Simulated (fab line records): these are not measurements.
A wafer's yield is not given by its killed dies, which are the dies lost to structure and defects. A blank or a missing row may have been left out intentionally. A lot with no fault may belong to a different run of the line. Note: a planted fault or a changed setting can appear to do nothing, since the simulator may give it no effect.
A struck lot beside a sound one	flow n5-finfet	15 out of 1938 route steps
Sound: wafers L496.1, L496.2, L496.5. Struck: wafers L514.1, L514.3. (L514.4 of the same lot was not struck and is left out.) The cause comes at the end.
Order at every step that has rows: each side's tool, ch and its chambers, its first start. Under that, the readings that differ: sound wafers	struck wafers	difference of the means	sigmas: that difference in standard deviations of wafers without a fault.
alike: same words and numbers on both sides, and readings whose means sit less than 2 such deviations apart. not compared: any withheld reading, any reading some wafer has no value for, any bound like >300 that may hide the same value, and any number with overlapping values for which the record gives no deviation.
A row with sigmas, a row that says differs or no value, or rows on one side alone: a step with any of these is where the two part. Numbers that have no deviation but don't overlap get no sigmas and don't part them. A reading missing from all wafers of one side parts the sides only when that side holds two or more wafers.

N5_BEOL_M9_OVL_MEAS_29:
  sound on overlay-01 ch 0, day 11 00:43; struck on overlay-02 ch 0, day 16 13:39
  alike: V8_OVL
N5_BEOL_M9_INSPECT_30: inspects for defects (brightfield).
  sound: defect-inspect-01 at day 11 00:47; struck: defect-inspect-01 at day 16 13:43
reading	sound	struck	difference	sigmas
raw-defect-count	582 637 682	314 413	-270	-3
N5_BEOL_M9_DESCUM_33: chemistry O2, time 7 s.
  sound on rie-diel-04 ch 0,2,3, day 11 00:56; struck on rie-diel-03 ch 2,3, day 16 13:45
  alike: drypump-motor-current-A, o2-flow-sccm, oes-product-au, rf-vpp-V, showerhead-plenum-p-Torr, throttle-valve-pct
  not compared: rf-hours-counter-h
N5_BEOL_M9_ETCH_76: etches underlayer in N2/H2, target depth 6.5 nm, time 5.2 s.
  sound on rie-diel-04 ch 0,2,3, day 11 00:58; struck on rie-diel-03 ch 2,3, day 16 13:47
  alike: drypump-motor-current-A, etch-rf-on-time-s, oes-product-au, rf-vpp-V, showerhead-plenum-p-Torr, throttle-valve-pct
  not compared: rf-hours-counter-h
N5_BEOL_M9_ETCH_65: etches SiARC in CF4, target depth 15.6 nm, time 26 s.
  sound on rie-diel-04 ch 0,2,3, day 11 00:59; struck on rie-diel-03 ch 2,3, day 16 13:48
  alike: cf4-flow-sccm, drypump-motor-current-A, etch-rf-on-time-s, oes-product-au, rf-vpp-V, showerhead-plenum-p-Torr, throttle-valve-pct
  not compared: rf-hours-counter-h
N5_BEOL_M9_ETCH_66: etches SOC in N2/H2, target depth 80 nm, overetch 16 nm, time 120 s.
  sound on rie-diel-04 ch 0,2,3, day 11 01:01; struck on rie-diel-03 ch 2,3, day 16 13:49
  alike: drypump-motor-current-A, oes-product-au, rf-vpp-V, showerhead-plenum-p-Torr, throttle-valve-pct
  not compared: rf-hours-counter-h
then, 5 steps without rows for these wafers: N5_BEOL_M9_STRIP_69 (strips in N2/H2); N5_BEOL_M9_STRIP_77 (strips in N2/H2); N5_BEOL_M9_VIA_ETCH_34 (etches SiCOH lowk in C4F6/O2, target depth 182.4 nm, time 68.4 s); N5_BEOL_M9_STRIP_73 (strips in C4F6/O2); N5_BEOL_M9_STRIP_36 (strips in N2/H2).
N5_BEOL_M9_TRENCH_ETCH_37: etches SiCOH lowk in C4F6/O2, target depth 151.43 nm, time 49 s.
  sound on rie-diel-04 ch 0,2,3; struck on rie-diel-03 ch 2,3
  alike: C4F6_flow_sccm, O2_flow_sccm, drypump-motor-current-A, oes-product-au, rf-vpp-V, showerhead-plenum-p-Torr, throttle-valve-pct
  not compared: rf-hours-counter-h
N5_BEOL_M9_ETCH_41: etches SiCN in CH3F/O2, target depth 36.6 nm, time 70.1 s.
  sound on rie-diel-04 ch 0,2,3, day 11 01:15; struck on rie-diel-03 ch 2,3, day 16 14:04
reading	sound	struck	difference	sigmas
oes-product-au (a.u.)	0.69 0.82 0.71	0.92 1.25	+0.34	+6
model.etch.depth-nm (nm)	25.89 26.61 26.15	40.68 40.21	+14.23	
  alike: O2_flow_sccm, drypump-motor-current-A, rf-vpp-V, showerhead-plenum-p-Torr, throttle-valve-pct
  not compared: rf-hours-counter-h
then, 1 step without rows for these wafers: N5_BEOL_M9_STRIP_80 (strips in N2/H2, time 10 s).
N5_PASSIVATION_PROBE_49:
  the record has rows for the sound wafers here (prober-01, day 13 07:20) and none for the struck ones

== WHERE THEY PART ==
Earliest at N5_BEOL_M9_INSPECT_30; latest, in this record, at N5_PASSIVATION_PROBE_49.

WHY: whatever the simulator had introduced
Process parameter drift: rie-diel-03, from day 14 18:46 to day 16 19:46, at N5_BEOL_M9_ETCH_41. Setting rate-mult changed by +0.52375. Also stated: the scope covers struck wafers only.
